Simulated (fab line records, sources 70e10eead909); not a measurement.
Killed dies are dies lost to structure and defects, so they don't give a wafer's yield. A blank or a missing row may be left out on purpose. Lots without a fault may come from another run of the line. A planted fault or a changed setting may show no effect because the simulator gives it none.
fab line records | flow nand_harc | part 2 of 2: steps 29 to 39 of 39
record lots=5 wafers=15 last_day=23
route steps=1159 shown P_GATE@165
lots that met no fault: from a run of the same line without faults
start_h: hours from the record's first day to the start of the lot's first wafer shown | wait_h: hours since the lot's step before | " the same as in the row above | L1.1+2: a row that stands for several wafers | - no value, or no start given | * or withheld: withheld | < > ~ a bound
route shown NAME@n: a module of which the file shows steps, and the number in the route of the first | usual: mean/standard deviation of fault-free wafers | same: alike in all rows | chamber/n: place in a boat | sites: the reading at each site | _std_site: their standard deviation | _edge_site: outer sites' mean less inner sites' | radius_mm: how far each site lies from the wafer's centre | mask NAME#n: copy n | behind: the tool/chamber that last shaped the wafer | hold: why the lot was held/for how many hours/how that ended | device: the transistor (n, p or np) that didn't switch | end of line: the same wafers' tests at the end of the route | a step without rows: its recipe alone | killed: dies lost to structure and defects at the first sort, not the wafer's yield | map: a wafer's dies, x killed, . not, _ none there
set.NAME: the setting as run; set.NAME@STEP: as run at that earlier step | model.NAME: the simulator's own value behind a step, which no gauge read
lots at some steps of the route; a table a step, a row a wafer
services: from which hour (start_h, from the record's first day; less than 0 if before it) a tool's chamber was out of use, for how many hours, and why
## steps
# step NHARC_P_GATE_HMDS_84
# recipe time_s=30
# columns lot.wafer tool chamber start_h wait_h
L075.3+5+6 litho_track-05 0 - -
L077.1+2+4 litho_track-02 0 - -
L081.1+4+6 litho_track-07 0 - -
L089.2+3+6 litho_track-07 0 - -
L092.1+2+6 litho_track-07 0 - -
# step NHARC_P_GATE_COAT_85
# recipe spin_rpm=3000
# usual spin_speed_rpm=3000.1/1.7
# columns lot.wafer tool chamber start_h wait_h spin_speed_rpm
L075.3 litho_track-05 0 - - 3002.6
L075.5 " 0 " " 3000.1
L075.6 " 0 " " 3001.0
L077.1 litho_track-02 0 - - 3003.6
L077.2 " 0 " " 2997.9
L077.4 " 0 " " 3001.1
L081.1 litho_track-07 0 - - 3000.3
L081.4 " 0 " " 3000.6
L081.6 " 0 " " 3000.9
L089.2 litho_track-07 0 - - 2999.6
L089.3 " 0 " " 3003.2
L089.6 " 0 " " 3001.7
L092.1 litho_track-07 0 - - 2997.5
L092.2 " 0 " " 2999.5
L092.6 " 0 " " 2998.2
# step NHARC_P_GATE_SOFTBAKE_86
# recipe temp_c=122 time_s=95
# usual plate_temp_C=122.00/0.13
# columns lot.wafer tool chamber start_h wait_h plate_temp_C
L075.3 litho_track-05 0 - - 121.76
L075.5 " 0 " " 121.87
L075.6 " 0 " " 121.78
L077.1 litho_track-02 0 - - 122.11
L077.2 " 0 " " 122.13
L077.4 " 0 " " 121.90
L081.1 litho_track-07 0 - - 121.89
L081.4 " 0 " " 122.06
L081.6 " 0 " " 122.11
L089.2 litho_track-07 0 - - 121.95
L089.3 " 0 " " 121.97
L089.6 " 0 " " 121.94
L092.1 litho_track-07 0 - - 121.76
L092.2 " 0 " " 121.91
L092.6 " 0 " " 121.79
# step NHARC_P_GATE_EBR_87
# columns lot.wafer tool chamber start_h wait_h
L075.3+5+6 litho_track-05 0 - -
L077.1+2+4 litho_track-02 0 - -
L081.1+4+6 litho_track-07 0 - -
L089.2+3+6 litho_track-07 0 - -
L092.1+2+6 litho_track-07 0 - -
# step NHARC_P_GATE_EXPOSE_88
# recipe na=0.6 target_cd_nm=2000 dose_mj=11.87 mask_id=P_HVN
# usual focus_offset_nm=0.0/0.59 reticle_temp_C=22.99/0.11
# columns lot.wafer tool chamber start_h wait_h mask focus_offset_nm reticle_temp_C
L075.3 krf_scanner-01 0 118.64 - P_HVN#0 -0.4 23.02
L075.5 " 0 " " P_HVN#0 -0.2 22.95
L075.6 " 0 " " P_HVN#0 0.1 22.93
L077.1 krf_scanner-02 0 134.74 - P_HVN#0 -0.7 22.81
L077.2 " 0 " " P_HVN#0 -0.2 22.83
L077.4 " 0 " " P_HVN#0 -0.5 22.86
L081.1 krf_scanner-04 0 142.15 - P_HVN#0 -0.7 23.20
L081.4 " 0 " " P_HVN#0 -0.8 23.01
L081.6 " 0 " " P_HVN#0 -1.0 23.03
L089.2 krf_scanner-02 0 197.76 - P_HVN#0 -0.5 23.00
L089.3 " 0 " " P_HVN#0 0.8 23.12
L089.6 " 0 " " P_HVN#0 -0.7 22.97
L092.1 krf_scanner-02 0 217.49 - P_HVN#0 0.7 22.81
L092.2 " 0 " " P_HVN#0 -1.1 22.86
L092.6 " 0 " " P_HVN#0 -0.8 22.91
# step NHARC_P_GATE_PEB_89
# recipe peb_temp_c=118 peb_time_s=85
# usual plate_temp_C=117.97/0.14
# columns lot.wafer tool chamber start_h wait_h plate_temp_C
L075.3 litho_track-02 0 118.69 0.1 117.83
L075.5 " 0 " " 117.80
L075.6 " 0 " " 118.10
L077.1 litho_track-07 0 134.81 0.1 117.72
L077.2 " 0 " " 118.03
L077.4 " 0 " " 117.88
L081.1 litho_track-07 0 142.22 0.1 118.08
L081.4 " 0 " " 118.11
L081.6 " 0 " " 118.14
L089.2 litho_track-07 0 197.82 0.1 117.93
L089.3 " 0 " " 118.00
L089.6 " 0 " " 118.16
L092.1 litho_track-02 0 217.55 0.1 118.07
L092.2 " 0 " " 117.91
L092.6 " 0 " " 118.07
# step NHARC_P_GATE_DEVELOP_90
# recipe time_s=70
# columns lot.wafer tool chamber start_h wait_h
L075.3+5+6 litho_track-02 0 - -
L077.1+2+4 litho_track-07 0 - -
L081.1+4+6 litho_track-07 0 - -
L089.2+3+6 litho_track-07 0 - -
L092.1+2+6 litho_track-02 0 - -
# step NHARC_P_GATE_CD_MEAS_91
# recipe target_cd_nm=2000 landing_energy_ev=500
# usual cd_nm=2000.5/1.6
# columns lot.wafer tool chamber start_h wait_h cd_nm
L075.3 cd_sem-01 0 118.79 - 2000.3
L075.5 " 0 " " 1999.5
L075.6 " 0 " " 2001.2
L077.1 cd_sem-01 0 134.90 - 2002.5
L077.2 " 0 " " 2000.0
L077.4 " 0 " " 1998.6
L081.1 cd_sem-03 0 142.31 - 1998.7
L081.4 " 0 " " 2001.9
L081.6 " 0 " " 1999.0
L089.2 cd_sem-03 0 197.91 - 1999.8
L089.3 " 0 " " 2002.5
L089.6 " 0 " " 2000.9
L092.1 cd_sem-01 0 217.64 - 2002.0
L092.2 " 0 " " 2000.2
L092.6 " 0 " " 2001.9
# step NHARC_P_GATE_HARDBAKE_92
# recipe temp_c=125 time_s=80
# usual plate_temp_C=125.00/0.15
# columns lot.wafer tool chamber start_h wait_h plate_temp_C
L075.3 litho_track-02 0 118.87 - 124.87
L075.5 " 0 " " 125.05
L075.6 " 0 " " 125.17
L077.1 litho_track-02 0 134.98 - 124.95
L077.2 " 0 " " 125.27
L077.4 " 0 " " 125.13
L081.1 litho_track-07 0 142.39 - 125.04
L081.4 " 0 " " 125.02
L081.6 " 0 " " 125.02
L089.2 litho_track-05 0 197.99 - 124.93
L089.3 " 0 " " 125.13
L089.6 " 0 " " 125.07
L092.1 litho_track-02 0 217.72 - 125.09
L092.2 " 0 " " 125.01
L092.6 " 0 " " 124.95
# step NHARC_P_GATE_DESCUM_93
# recipe time_s=3 o2_flow_sccm=200 ar_flow_sccm=0 bias_power_w=0 chemistry=O2
# usual drypump_motor_current_A=5.7/0.45 oes_product_au=0.995/0.0083 rf_vpp_V=57.7/0.94 showerhead_plenum_p_Torr=1.91/0.099 throttle_valve_pct=11.311/0.0094
# columns lot.wafer tool chamber start_h wait_h drypump_motor_current_A oes_product_au rf_hours_counter_h rf_vpp_V showerhead_plenum_p_Torr throttle_valve_pct
L075.3 rie_diel-09 1 118.97 - 4.7 1.002 8 59.2 2.02 11.312
L075.6 " 3 " " 5.7 1.007 - 57.5 1.82 11.313
L075.5 " 0 " " 5.4 0.990 - 57.9 1.89 11.322
L077.4 rie_diel-06 2 135.07 - 5.3 0.993 12 58.9 2.05 11.316
L077.1 " 3 " " 6.4 0.984 13 58.2 1.91 11.318
L077.2 " 0 " " 5.5 0.978 10 57.0 1.78 11.312
L081.4 rie_diel-06 3 142.50 - 6.4 0.995 14 57.0 1.91 11.307
L081.1 " 0 " " 5.5 0.992 11 57.9 1.78 11.316
L081.6 " 1 " " 5.4 0.994 - 59.3 1.93 11.307
L089.2 rie_diel-06 2 198.11 - 5.4 1.013 23 58.8 2.05 11.316
L089.3 " 3 " " 6.4 1.002 25 57.0 1.90 11.299
L089.6 " 1 " " 5.4 1.001 - 58.0 1.93 11.311
L092.1 rie_diel-09 0 217.80 - 5.4 0.976 43 56.5 1.88 11.306
L092.2 " 1 " " 4.7 0.992 47 57.9 2.00 11.324
L092.6 " 1 " " 4.7 0.999 - 58.7 2.00 11.299
# step NHARC_P_GATE_IMPLANT_94
# recipe energy_kev=60 dose_cm2=2e+15 tilt_deg=7
# columns lot.wafer tool chamber start_h wait_h
L075.3+5+6 implanter-02 0 119.15 0.2
L077.1+2+4 implanter-02 0 135.21 0.1
L081.1+4+6 implanter-01 0 142.64 0.1
L089.2+3+6 implanter-01 0 198.26 0.1
L092.1+2+6 implanter-02 0 217.98 0.2
## services
# columns tool chamber start_h hours kind
wet_bench-07 - 96.00 8.0 pm
plasma_asher-01 - 99.00 9.0 pm
krf_scanner-01 - 103.81 1.0 repair
rie_diel-06 0 105.37 14.6 repair
krf_scanner-04 - 108.34 18.4 repair
wet_bench-09 - 112.80 8.0 pm
implanter-01 - 121.75 1.2 repair
krf_scanner-01 - 127.72 4.4 repair
krf_scanner-01 - 134.09 2.3 repair
plasma_asher-01 - 140.72 6.7 repair
krf_scanner-02 - 159.96 4.6 repair
plasma_asher-02 - 162.79 7.9 repair
wet_bench-04 - 163.20 8.0 pm
litho_track-02 - 165.00 7.0 pm
rie_diel-11 3 170.06 4.1 repair
implanter-01 - 174.68 1.1 repair
rie_diel-11 2 178.22 28.1 repair
implanter-02 - 178.96 2.0 repair
litho_track-07 - 189.00 7.0 pm
rie_diel-11 - 189.57 9.0 pm
plasma_asher-02 - 189.65 9.0 pm
rie_diel-09 0 195.54 6.6 repair
krf_scanner-02 - 210.00 4.0 pm
krf_scanner-01 - 212.28 0.2 repair
